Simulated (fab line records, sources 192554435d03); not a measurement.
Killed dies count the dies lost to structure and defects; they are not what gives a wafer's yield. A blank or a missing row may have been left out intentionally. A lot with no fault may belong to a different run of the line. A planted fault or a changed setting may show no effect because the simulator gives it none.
fab line records + flow n5-finfet
record
- lots=13
- wafers=38
- last-day=17
route steps=1938 shown BEOL_M11@1559
lots that met no fault: taken from a fault-free run of the same line
start-h: the number of hours between the record's first day and the start of the first shown wafer of the lot + wait-h: hours elapsed since this lot's preceding step + " same as the row above + L1.1+2: a row that stands for several wafers + - no value, or no start was given + * or withheld: withheld + < > ~ a bound
route shown NAME@n: names a module that has steps shown in the file, with the first one's number in the route + usual: average and standard deviation across the fault-free wafers + same: alike in all rows + chamber/n: place in a boat + sites: each site's reading + _std_site: their standard deviation + _edge_site: inner sites' mean taken away from outer sites' mean + radius-mm: how far each site lies from the wafer's centre + mask NAME#n: copy n + behind: tool/chamber where the wafer was last shaped + hold: why the lot was held/for how many hours/how that ended + device: names the non-switching transistor (n, p or np) + end of line: the route-end tests of the same wafers + a step given without rows: its recipe and nothing more + killed: dies lost to structure and defects at the first sort, not the wafer's yield + map: a wafer's dies, marking killed ones x, the rest . and places with no die _
set.NAME: the setting as run; set.NAME@STEP: as run at that earlier step + model.NAME: the simulator's own value behind a step, which no gauge read
the route's steps for a sample of lots (tables are steps, rows are wafers)
services: from which hour (start-h, from the record's first day; less than 0 if before it) a tool's chamber was out of use, for how many hours, and why
## steps
# step N5_BEOL_M11_CD_MEAS_18
# recipe
- pitch-nm=140
- target-cd-nm=70
# usual
- cd-nm=70.1/0.49
| lot.wafer | tool      | chamber | start-h | wait-h | cd-nm |
|-----------|-----------|---------|---------|--------|-------|
| L438.1    | cd-sem-02 | -       | 240.52  | 0.0    | 70.0  |
| L438.4    | "         | -       | "       | "      | 70.6  |
| L438.5    | "         | -       | "       | "      | 69.9  |
| L440.2    | cd-sem-01 | -       | 243.30  | 0.1    | 70.3  |
| L440.3    | "         | -       | "       | "      | 70.0  |
| L440.4    | "         | -       | "       | "      | 70.5  |
| L445.1    | cd-sem-03 | -       | 272.10  | 0.0    | 70.6  |
| L445.4    | "         | -       | "       | "      | 71.1  |
| L445.6    | "         | -       | "       | "      | 70.5  |
| L446.1    | cd-sem-03 | -       | 280.90  | 0.0    | 70.2  |
| L446.5    | "         | -       | "       | "      | 69.5  |
| L448.3    | cd-sem-01 | -       | 293.94  | 0.1    | 69.9  |
| L448.5    | "         | -       | "       | "      | 70.5  |
| L448.6    | "         | -       | "       | "      | 70.1  |
| L454.1    | cd-sem-01 | -       | 325.99  | 0.0    | 69.7  |
| L454.2    | "         | -       | "       | "      | 70.1  |
| L454.3    | "         | -       | "       | "      | 69.6  |
| L453.2    | cd-sem-02 | -       | 326.19  | 0.1    | 69.8  |
| L453.3    | "         | -       | "       | "      | 70.2  |
| L453.6    | "         | -       | "       | "      | 70.0  |
| L456.1    | cd-sem-01 | -       | 337.71  | 0.0    | 70.7  |
| L456.5    | "         | -       | "       | "      | 70.7  |
| L456.6    | "         | -       | "       | "      | 70.8  |
| L455.2    | cd-sem-02 | -       | 344.39  | 0.1    | 70.6  |
| L455.4    | "         | -       | "       | "      | 70.4  |
| L455.5    | "         | -       | "       | "      | 70.5  |
| L457.1    | cd-sem-01 | -       | 356.57  | 0.1    | 69.6  |
| L457.3    | "         | -       | "       | "      | 69.8  |
| L457.4    | "         | -       | "       | "      | 69.3  |
| L458.2    | cd-sem-01 | -       | 358.07  | 0.1    | 70.9  |
| L458.4    | "         | -       | "       | "      | 70.4  |
| L458.5    | "         | -       | "       | "      | 69.8  |
| L459.1    | cd-sem-01 | -       | 364.30  | 0.0    | 70.8  |
| L459.3    | "         | -       | "       | "      | 70.7  |
| L459.6    | "         | -       | "       | "      | 70.2  |
| L460.3    | cd-sem-02 | -       | 370.65  | 0.1    | 70.1  |
| L460.4    | "         | -       | "       | "      | 71.0  |
| L460.6    | "         | -       | "       | "      | 70.6  |
# step N5_BEOL_M11_CD_MEAS_35
# recipe
- target-cd-nm=70
- polarity=opening
# usual
- cd-nm=70.1/0.51
| lot.wafer | tool      | chamber | start-h | wait-h | cd-nm |
|-----------|-----------|---------|---------|--------|-------|
| L438.1    | cd-sem-02 | -       | 242.29  | 0.0    | 69.5  |
| L438.4    | "         | -       | "       | "      | 70.4  |
| L438.5    | "         | -       | "       | "      | 70.3  |
| L440.2    | cd-sem-01 | -       | 244.92  | 0.0    | 70.5  |
| L440.3    | "         | -       | "       | "      | 70.8  |
| L440.4    | "         | -       | "       | "      | 70.2  |
| L445.1    | cd-sem-03 | -       | 273.99  | 0.0    | 70.4  |
| L445.4    | "         | -       | "       | "      | 71.2  |
| L445.6    | "         | -       | "       | "      | 70.5  |
| L446.1    | cd-sem-03 | -       | 282.53  | 0.0    | 69.7  |
| L446.5    | "         | -       | "       | "      | 69.7  |
| L448.3    | cd-sem-03 | -       | 295.18  | 0.0    | 70.2  |
| L448.5    | "         | -       | "       | "      | 70.6  |
| L448.6    | "         | -       | "       | "      | 69.3  |
| L454.1    | cd-sem-02 | -       | 327.25  | 0.0    | 69.4  |
| L454.2    | "         | -       | "       | "      | 70.2  |
| L454.3    | "         | -       | "       | "      | 69.5  |
| L453.2    | cd-sem-03 | -       | 330.30  | 0.0    | 69.9  |
| L453.3    | "         | -       | "       | "      | 69.9  |
| L453.6    | "         | -       | "       | "      | 69.7  |
| L456.1    | cd-sem-01 | -       | 339.45  | 0.0    | 70.7  |
| L456.5    | "         | -       | "       | "      | 70.5  |
| L456.6    | "         | -       | "       | "      | 70.9  |
| L455.2    | cd-sem-01 | -       | 346.88  | 0.0    | 70.6  |
| L455.4    | "         | -       | "       | "      | 70.1  |
| L455.5    | "         | -       | "       | "      | 70.7  |
| L457.1    | cd-sem-03 | -       | 357.62  | 0.0    | 69.2  |
| L457.3    | "         | -       | "       | "      | 69.5  |
| L457.4    | "         | -       | "       | "      | 69.9  |
| L458.2    | cd-sem-03 | -       | 360.15  | 0.0    | 70.8  |
| L458.4    | "         | -       | "       | "      | 70.1  |
| L458.5    | "         | -       | "       | "      | 69.6  |
| L459.1    | cd-sem-03 | -       | 366.09  | 0.0    | 70.8  |
| L459.3    | "         | -       | "       | "      | 70.5  |
| L459.6    | "         | -       | "       | "      | 70.8  |
| L460.3    | cd-sem-03 | -       | 372.17  | 0.0    | 69.6  |
| L460.4    | "         | -       | "       | "      | 70.8  |
| L460.6    | "         | -       | "       | "      | 70.1  |
# step N5_BEOL_M11_CURE_72
# recipe
- temp-c=370
- time-s=120
- ambient=DMADMS/He
- material=SiCOH_lowk
# usual
- lamp-power-pct=52.31/0.06
- run-length-s=178.0/1.4
- wafer_temp_C_max=371.7/0.54
| lot.wafer | tool       | chamber | start-h | wait-h | lamp-power-pct | run-length-s | wafer_temp_C_max |
|-----------|------------|---------|---------|--------|----------------|--------------|------------------|
| L438.1    | uv-cure-01 | 2       | 242.33  | 0.0    | 52.36          | 177.4        | 371.7            |
| L438.4    | "          | 2       | "       | "      | 52.33          | 177.0        | 371.8            |
| L438.5    | "          | 2       | "       | "      | 52.30          | 177.3        | 371.9            |
| L440.2    | uv-cure-01 | 1       | 245.01  | 0.1    | 52.26          | 178.1        | 370.9            |
| L440.3    | "          | 1       | "       | "      | 52.40          | 178.0        | 371.1            |
| L440.4    | "          | 1       | "       | "      | 52.37          | 178.0        | 370.8            |
| L445.1    | uv-cure-03 | 1       | 274.03  | 0.0    | 52.33          | 177.4        | 371.9            |
| L445.4    | "          | 1       | "       | "      | 52.38          | 177.9        | 371.9            |
| L445.6    | "          | 1       | "       | "      | 52.32          | 177.9        | 372.2            |
| L446.1    | uv-cure-01 | 0       | 283.15  | 0.6    | 52.27          | 180.9        | 370.8            |
| L446.5    | "          | 0       | "       | "      | 51.97          | 172.4        | 371.3            |
| L448.3    | uv-cure-01 | 2       | 295.31  | 0.1    | 51.92          | 168.7        | 371.8            |
| L448.5    | "          | 2       | "       | "      | 51.92          | 168.8        | 372.1            |
| L448.6    | "          | 2       | "       | "      | 52.36          | 177.0        | 371.7            |
| L454.1    | uv-cure-03 | 2       | 327.29  | 0.0    | 52.31          | 178.9        | 371.7            |
| L454.2    | "          | 2       | "       | "      | 52.37          | 178.7        | 371.2            |
| L454.3    | "          | 2       | "       | "      | 52.38          | 178.8        | 372.6            |
| L453.2    | uv-cure-03 | 0       | 330.39  | 0.1    | 52.26          | 176.7        | 371.9            |
| L453.3    | "          | 0       | "       | "      | 52.33          | 176.7        | 372.1            |
| L453.6    | "          | 0       | "       | "      | 52.34          | 176.9        | 372.1            |
| L456.1    | uv-cure-03 | 0       | 339.67  | 0.2    | 52.29          | 177.3        | 373.5            |
| L456.5    | "          | 0       | "       | "      | 52.30          | 176.9        | 372.6            |
| L456.6    | "          | 0       | "       | "      | 52.36          | 177.9        | 372.3            |
| L455.2    | uv-cure-02 | 2       | 346.97  | 0.1    | 52.22          | 177.6        | 371.7            |
| L455.4    | "          | 2       | "       | "      | 52.37          | 177.4        | 372.2            |
| L455.5    | "          | 2       | "       | "      | 52.33          | 177.8        | 371.7            |
| L457.1    | uv-cure-01 | 0       | 357.91  | 0.3    | 52.22          | 177.4        | 371.3            |
| L457.3    | "          | 0       | "       | "      | 52.26          | 177.9        | 371.1            |
| L457.4    | "          | 0       | "       | "      | 52.22          | 177.5        | 371.3            |
| L458.2    | uv-cure-02 | 0       | 360.29  | 0.1    | 52.23          | 177.7        | 371.8            |
| L458.4    | "          | 0       | "       | "      | 52.38          | 177.3        | 371.7            |
| L458.5    | "          | 0       | "       | "      | 52.26          | 177.8        | 372.0            |
| L459.1    | uv-cure-03 | 1       | 366.30  | 0.2    | 52.44          | 180.9        | 371.9            |
| L459.3    | "          | 1       | "       | "      | 52.32          | 181.2        | 371.8            |
| L459.6    | "          | 1       | "       | "      | 52.25          | 180.9        | 372.3            |
| L460.3    | uv-cure-03 | 0       | 372.31  | 0.1    | 52.27          | 177.7        | 371.9            |
| L460.4    | "          | 0       | "       | "      | 52.44          | 177.3        | 372.2            |
| L460.6    | "          | 0       | "       | "      | 52.32          | 177.1        | 372.5            |
# step N5_BEOL_M11_THK_MEAS_53
# recipe
- thk-meas-gauge=xrf
- reads=Cu_of_BEOL_M11_ECD_50
# usual
- M11_THK=142.3/2.4
| lot.wafer | tool          | chamber | start-h | wait-h | M11_THK[nm] |
|-----------|---------------|---------|---------|--------|-------------|
| L438.1    | film-metro-02 | -       | 245.10  | -      | 143.7       |
| L438.4    | "             | -       | "       | "      | 141.8       |
| L438.5    | "             | -       | "       | "      | 143.0       |
| L440.2    | film-metro-01 | -       | 247.15  | -      | 145.3       |
| L440.3    | "             | -       | "       | "      | 140.7       |
| L440.4    | "             | -       | "       | "      | 139.8       |
| L445.1    | film-metro-02 | -       | 277.52  | -      | 148.3       |
| L445.4    | "             | -       | "       | "      | 144.9       |
| L445.6    | "             | -       | "       | "      | 143.9       |
| L446.1    | film-metro-01 | -       | 285.91  | -      | 144.3       |
| L446.5    | "             | -       | "       | "      | 142.2       |
| L448.3    | film-metro-01 | -       | 297.71  | -      | 141.3       |
| L448.5    | "             | -       | "       | "      | 139.7       |
| L448.6    | "             | -       | "       | "      | 137.1       |
| L454.1    | film-metro-01 | -       | 331.01  | -      | 142.2       |
| L454.2    | "             | -       | "       | "      | 145.4       |
| L454.3    | "             | -       | "       | "      | 145.1       |
| L453.2    | film-metro-02 | -       | 333.21  | -      | 140.2       |
| L453.3    | "             | -       | "       | "      | 138.7       |
| L453.6    | "             | -       | "       | "      | 141.0       |
| L456.1    | film-metro-02 | -       | 341.68  | -      | 142.3       |
| L456.5    | "             | -       | "       | "      | 142.7       |
| L456.6    | "             | -       | "       | "      | 142.2       |
| L455.2    | film-metro-01 | -       | 349.49  | -      | 139.2       |
| L455.4    | "             | -       | "       | "      | 139.6       |
| L455.5    | "             | -       | "       | "      | 140.9       |
| L457.1    | film-metro-02 | -       | 359.92  | -      | 142.6       |
| L457.3    | "             | -       | "       | "      | 140.0       |
| L457.4    | "             | -       | "       | "      | 140.9       |
| L458.2    | film-metro-02 | -       | 363.02  | -      | 145.1       |
| L458.4    | "             | -       | "       | "      | 144.2       |
| L458.5    | "             | -       | "       | "      | 144.9       |
| L459.1    | film-metro-01 | -       | 370.53  | -      | 141.8       |
| L459.3    | "             | -       | "       | "      | 143.3       |
| L459.6    | "             | -       | "       | "      | 143.1       |
| L460.3    | film-metro-02 | -       | 375.29  | -      | 146.1       |
| L460.4    | "             | -       | "       | "      | 141.7       |
| L460.6    | "             | -       | "       | "      | 145.6       |
## services
| tool       | chamber | start-h | hours | kind   |
|------------|---------|---------|-------|--------|
| uv-cure-02 | -       | 241.33  | 2.1   | pm     |
| uv-cure-02 | -       | 263.19  | 7.3   | repair |
| uv-cure-02 | -       | 277.47  | 6.0   | pm     |
| uv-cure-02 | -       | 330.51  | 7.5   | pm     |
| uv-cure-01 | -       | 338.37  | 2.1   | pm     |
| uv-cure-03 | -       | 344.14  | 0.3   | repair |
## key
first-sign
- step=N5_BEOL_M11_CURE_72
- reading=lamp-power-pct
- direction=down
- sigmas=6.2
- usual=*
- struck=*
effect
- step=N5_BEOL_M11_CURE_72
- reading=run-length-s
- direction=down
- sigmas=5.9
- usual=*
- struck=*
met-at N5_BEOL_M11_CURE_72
struck-lots L446,L448
struck-wafers L446.5,L448.3,L448.5
not-acting-at N5_BEOL_M11_CD_MEAS_18,N5_BEOL_M11_CD_MEAS_35,N5_BEOL_M11_THK_MEAS_53
onset-between 245.01 283.15
fault
- kind=process-parameter-drift
- tool=uv-cure-01
- chamber=-
- onset-h=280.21
- steps=N5_BEOL_M11_CURE_72
- channel=time-s
- offset=*
- shape=step
- end-h=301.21
- scope=struck-wafers-only
- acts-in=*
- stated=*
